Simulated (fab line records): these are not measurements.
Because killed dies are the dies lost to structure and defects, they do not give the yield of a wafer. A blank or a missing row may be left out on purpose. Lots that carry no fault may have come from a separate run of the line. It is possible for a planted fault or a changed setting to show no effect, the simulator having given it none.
What tool caused it? :: flow nand-harc :: 11 lots with 33 wafers sampled at 5 steps, on a route of 1302 steps

WHAT THE GAUGES SHOWED, per wafer
NHARC_END_SORT_01.
lot: L595
measured: day 24 21:08
on: prober-02
killed-at-array: 88 79 90

lot: L598
measured: day 25 11:56
on: prober-02
killed-at-array: 91 89 78

lot: L597
measured: day 25 12:46
on: prober-01
killed-at-array: 49 53 55

lot: L599
measured: day 25 22:12
on: prober-01
killed-at-array: 63 59 55

lot: L600
measured: day 26 16:55
on: prober-02
killed-at-array: 60 38 53

lot: L601
measured: day 27 07:11
on: prober-01
killed-at-array: 52 54 55

lot: L604
measured: day 27 21:37
on: prober-02
killed-at-array: 70 81 57

lot: L603
measured: day 27 22:20
on: prober-01
killed-at-array: 63 55 57

lot: L602
measured: day 28 06:05
on: prober-01
killed-at-array: 52 49 50

lot: L614
measured: day 32 06:31
on: prober-02
killed-at-array: 48 55 25

lot: L615
measured: day 32 07:22
on: prober-01
killed-at-array: 23 33 27

WHAT TOOL EACH LOT RAN ON (gives the tool, then ch and the chambers of the sampled wafers, and finally the start)
lot: L595
NHARC_A_CONTACT_DEP_28: acl-dep-01 ch 0, day 21 18:17
NHARC_A_CONTACT_DESCUM_47: rie-diel-05 ch 0,2,3, day 21 23:28
NHARC_A_CONTACT_ETCH_49: rie-diel-05 ch 1,2,3, day 22 00:19 or earlier
NHARC_A_CONTACT_ETCH_51: rie-diel-05 ch 0,1,2, day 22 00:19

lot: L598
NHARC_A_CONTACT_DEP_28: acl-dep-02 ch 0, day 22 08:59
NHARC_A_CONTACT_DESCUM_47: rie-diel-05 ch 1,2,3, day 22 14:04
NHARC_A_CONTACT_ETCH_49: rie-diel-05 ch 0,1,2, day 22 14:49 or earlier
NHARC_A_CONTACT_ETCH_51: rie-diel-05 ch 1,2,3, day 22 14:49

lot: L597
NHARC_A_CONTACT_DEP_28: acl-dep-03 ch 0, day 22 09:23
NHARC_A_CONTACT_DESCUM_47: rie-diel-13 ch 0,3, day 22 13:50
NHARC_A_CONTACT_ETCH_49: rie-diel-13 ch 0,3, day 22 14:36 or earlier
NHARC_A_CONTACT_ETCH_51: rie-diel-13 ch 0,1,3, day 22 14:36

lot: L599
NHARC_A_CONTACT_DEP_28: acl-dep-03 ch 0, day 22 21:19
NHARC_A_CONTACT_DESCUM_47: rie-diel-04 ch 1,2, day 23 01:38
NHARC_A_CONTACT_ETCH_49: rie-diel-04 ch 0,1,2, day 23 02:23 or earlier
NHARC_A_CONTACT_ETCH_51: rie-diel-04 ch 0,1,3, day 23 02:23

lot: L600
NHARC_A_CONTACT_DEP_28: acl-dep-03 ch 0, day 23 12:07
NHARC_A_CONTACT_DESCUM_47: rie-diel-04 ch 1,2,3, day 23 15:58
NHARC_A_CONTACT_ETCH_49: rie-diel-04 ch 2,3, day 23 16:59 or earlier
NHARC_A_CONTACT_ETCH_51: rie-diel-04 ch 0,2,3, day 23 16:59

lot: L601
NHARC_A_CONTACT_DEP_28: acl-dep-02 ch 0, day 24 01:55
NHARC_A_CONTACT_DESCUM_47: rie-diel-13 ch 0,1, day 24 07:06
NHARC_A_CONTACT_ETCH_49: rie-diel-13 ch 0,1,3, day 24 07:42 or earlier
NHARC_A_CONTACT_ETCH_51: rie-diel-13 ch 0,1, day 24 07:42

lot: L604
NHARC_A_CONTACT_DEP_28: acl-dep-01 ch 0, day 24 17:24
NHARC_A_CONTACT_DESCUM_47: rie-diel-13 ch 0,1,3, day 24 22:35
NHARC_A_CONTACT_ETCH_49: rie-diel-13 ch 0,2,3, day 24 23:13 or earlier
NHARC_A_CONTACT_ETCH_51: rie-diel-13 ch 1,2,3, day 24 23:13

lot: L603
NHARC_A_CONTACT_DEP_28: acl-dep-03 ch 0, day 24 18:24
NHARC_A_CONTACT_DESCUM_47: rie-diel-05 ch 0,1,3, day 24 22:50
NHARC_A_CONTACT_ETCH_49: rie-diel-05 ch 0,2,3, day 24 23:34 or earlier
NHARC_A_CONTACT_ETCH_51: rie-diel-05 ch 0,1,3, day 24 23:34

lot: L602
NHARC_A_CONTACT_DEP_28: acl-dep-03 ch 0, day 24 22:37
NHARC_A_CONTACT_DESCUM_47: rie-diel-05 ch 0,1,2, day 25 02:58
NHARC_A_CONTACT_ETCH_49: rie-diel-05 ch 1,3, day 25 03:56 or earlier
NHARC_A_CONTACT_ETCH_51: rie-diel-05 ch 0,1,2, day 25 03:56

lot: L614
NHARC_A_CONTACT_DEP_28: acl-dep-02 ch 0, day 29 05:35
NHARC_A_CONTACT_DESCUM_47: rie-diel-05 ch 0,1,3, day 29 10:55
NHARC_A_CONTACT_ETCH_49: rie-diel-05 ch 1,2,3, day 29 11:31 or earlier
NHARC_A_CONTACT_ETCH_51: rie-diel-05 ch 2,3, day 29 11:31

lot: L615
NHARC_A_CONTACT_DEP_28: acl-dep-01 ch 0, day 29 07:02
NHARC_A_CONTACT_DESCUM_47: rie-diel-05 ch 0,1,3, day 29 11:28
NHARC_A_CONTACT_ETCH_49: rie-diel-05 ch 0,3, day 29 12:56 or earlier
NHARC_A_CONTACT_ETCH_51: rie-diel-05 ch 1,2,3, day 29 12:56
- NHARC_A_CONTACT_DEP_28: deposits aC, target thk 7000 nm.
- NHARC_A_CONTACT_DESCUM_47: chemistry O2, time 3 s.
- NHARC_A_CONTACT_ETCH_49: etches the open film in N2/H2, target depth 260 nm, time 475.3 s.
- NHARC_A_CONTACT_ETCH_51: etches the open film in O2/COS, target depth 7000 nm, time 1820 s.

THE ANSWER, worked out from the rows above alone
Rule: what is usual is taken from the lots themselves. Put in order of their means at a reading, lots are off if they are a third of the lots or fewer, leave a main group of 4 or more, and stand apart from it by a gap of 3 or more times the standard deviation of the main group's means; of several such gaps the widest counts. Not used: any main group whose means are identical at the precision the tables above print for the reading. Also off: a lot with no number at a reading for which 4 or more lots have one. The other lots that the step has rows for count as sound.
No lot is off on any of the readings shown, so nothing can be concluded from this.

WHAT THE SIMULATOR HAD INSERTED
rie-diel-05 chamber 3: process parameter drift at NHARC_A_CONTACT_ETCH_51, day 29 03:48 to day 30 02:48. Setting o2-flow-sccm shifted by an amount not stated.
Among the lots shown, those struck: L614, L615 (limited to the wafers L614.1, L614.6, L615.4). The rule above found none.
